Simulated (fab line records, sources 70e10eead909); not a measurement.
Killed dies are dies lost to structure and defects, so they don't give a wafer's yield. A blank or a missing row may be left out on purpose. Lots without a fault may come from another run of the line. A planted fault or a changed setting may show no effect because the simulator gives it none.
A struck lot beside a sound one | flow nand_harc | 25 steps out of a route of 1302
Sound: wafers L651.2, L651.3, L651.4. Struck: wafers L661.1, L661.5, L661.6. The cause comes at the end.
At each step with rows: each side's tool, then ch and its chambers, then its first start. Under that, the readings that differ: sound wafers | struck wafers | difference of the means | sigmas: that difference in standard deviations of wafers without a fault.
alike: readings whose means differ by less than 2 such deviations, and words and numbers that are the same on both sides. not compared: withheld readings, readings that some wafer has no value for, bounds like >300 that may hide the same value, and numbers for which the record gives no deviation and whose values overlap.
The two part at a step that has a row with sigmas, a row that says differs or no value, or rows on one side only. Numbers that don't overlap but have no deviation are shown without sigmas and don't part them. A reading that every wafer of one side lacks parts them only if that side has two wafers or more.

first, 6 steps without rows for these wafers: NHARC_P_GATE_COAT_85; NHARC_P_GATE_SOFTBAKE_86 (time 95 s); NHARC_P_GATE_EBR_87; NHARC_P_GATE_EXPOSE_88 (exposes mask P HVN, target cd 2000 nm); NHARC_P_GATE_PEB_89 (peb time 85 s); NHARC_P_GATE_DEVELOP_90 (time 70 s).
NHARC_P_GATE_CD_MEAS_91: target cd 2000 nm.
  sound on cd_sem-02 ch 0, day 5 23:43; struck on cd_sem-01 ch 0, day 10 07:38
  alike: cd_nm
then, 3 steps without rows for these wafers: NHARC_P_GATE_HARDBAKE_92 (time 80 s); NHARC_P_GATE_DESCUM_93 (chemistry O2, time 3 s); NHARC_P_GATE_IMPLANT_94.
NHARC_P_GATE_STRIP_113: strips in N2/H2, time 740 s.
  sound on plasma_asher-02 ch 0,1, day 6 00:14; struck on plasma_asher-02 ch 0,1, day 10 08:17
  alike: drypump_motor_current_A, heater_power_w
  not compared: rf_hours_counter_h
NHARC_P_GATE_STRIP_95: strips in O2.
  sound on plasma_asher-02 ch 0,1, day 6 00:58; struck on plasma_asher-02 ch 0,1, day 10 08:53
  alike: drypump_motor_current_A, heater_power_w
  not compared: rf_hours_counter_h
NHARC_P_GATE_STRIP_96: strips in SPM, time 900 s.
  sound on wet_bench-06 ch 4,5,6, day 6 01:10; struck on wet_bench-07 ch 1,2,7, day 10 09:05
then, 2 steps without rows for these wafers: NHARC_P_GATE_RTA_64 (time 1 s); NHARC_P_GATE_ETCH_77 (etches SiO2 in dHF, target depth 6 nm).
NHARC_P_GATE_DEGAS_109: time 60 s.
  sound on pvd_sputter-01, day 6 01:50; struck on pvd_sputter-02, day 10 09:45
  alike: heater_power_w, susceptor_temp_C
then, 3 steps without rows for these wafers: NHARC_P_GATE_PRE_CLEAN_110 (time 30 s); NHARC_P_GATE_SPUTTER_78 (material Ni, target thk 10 nm); NHARC_P_GATE_SPUTTER_79 (material TiN, target thk 10 nm).
NHARC_P_GATE_RTA_80: time 30 s.
  sound on rtp_anneal-01 ch 0, day 6 02:09; struck on rtp_anneal-02 ch 0, day 10 10:07
  reading            | sound             | struck            | difference | sigmas
  lamp_power_pct (%) | 2.29 2.29 2.29    | 1.77 1.77 1.77    | -0.52      | -2
  wafer_temp_C_max   | 300.7 300.9 300.8 | 302.5 302.4 302.4 | +1.6       | +2
then, 1 step without rows for these wafers: NHARC_P_GATE_STRIP_67 (strips in SPM, time 600 s).
NHARC_P_GATE_RTA_82: time 30 s.
  sound on rtp_anneal-01 ch 0, day 6 02:38; struck on rtp_anneal-01 ch 0, day 10 10:35
  alike: lamp_power_pct, wafer_temp_C_max
NHARC_P_GATE_INSPECT_68:
  sound on defect_inspect-02, day 6 02:49; struck on defect_inspect-01, day 10 10:47
  reading          | sound       | struck      | difference | sigmas
  raw_defect_count | 224 215 185 | 570 721 715 | +461       | +6
then, 1 step without rows for these wafers: NHARC_P_CONTACT_DEP_30 (deposits SiNx, target thk 30 nm).
-- the record jumps here: 19 days lie between the struck wafers' starts before and after (it left off in module P_CONTACT and takes up again in module END, whose first step shown is number 1302 of the route) --
NHARC_END_SORT_01:
  the record has rows for the struck wafers here (prober-01 ch 0, day 29 10:19) and none for the sound ones

WHERE THEY PART
First at NHARC_P_GATE_RTA_80; last, within this record, at NHARC_END_SORT_01.

WHY: what the simulator had put in
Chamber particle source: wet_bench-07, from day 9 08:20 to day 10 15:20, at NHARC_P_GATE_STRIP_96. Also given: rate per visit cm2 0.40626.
